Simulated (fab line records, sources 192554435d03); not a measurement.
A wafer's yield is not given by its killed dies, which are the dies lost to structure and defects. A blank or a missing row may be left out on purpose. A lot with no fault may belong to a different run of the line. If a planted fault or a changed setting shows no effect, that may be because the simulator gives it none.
Chamber matching | flow n5Finfet | N5_BEOL_M4_ETCH_70 on rieDiel-05 has 4 sister chambers
The step etches SOC in N2/H2, target depth 80 nm, overetch 24 nm, time 130 s. 4 wafers are shown with their chamber, then 7 later ones without.

EACH WAFER AND ITS CHAMBER
wafer  | chamber | throttleValvePct (%)
L076.6 | 0       | 17.68
L088.2 | 2       | 18.03
L093.2 | 1       | 17.58
L093.4 | 3       | 17.38

WAFERS WITH NO CHAMBER GIVEN
wafer  | throttleValvePct (%)
L093.6 | 17.38
L094.1 | 18.04
L094.3 | 17.39
L094.4 | 17.60
L097.1 | 17.37
L097.5 | 17.59
L097.6 | 17.72

WHICH CHAMBER EACH ONE RAN IN
wafer  | from the rows above | in truth
L093.6 | 3                   | 3
L094.1 | 2                   | 2
L094.3 | 3                   | 3
L094.4 | 1                   | 1
L097.1 | 3                   | 3
L097.5 | 1                   | 1
L097.6 | 0                   | 0
Correct placement for 7 of the 7. Left unplaced by these rows: 0. Wrongly placed: 0.
How it was worked out, from the rows above alone: a wafer's distance from a chamber is the root of the sum, over the readings, of the square of ((its reading less the chamber's mean) divided by the reading's scatter). If the next closest chamber is less than 2 further off than the closest, the wafer can't be placed; otherwise it belongs to the closest. A chamber's mean is the mean of its shown wafers. The scatter: root of mean squared gap, hidden wafer to nearest shown wafer, with one shown wafer a chamber.
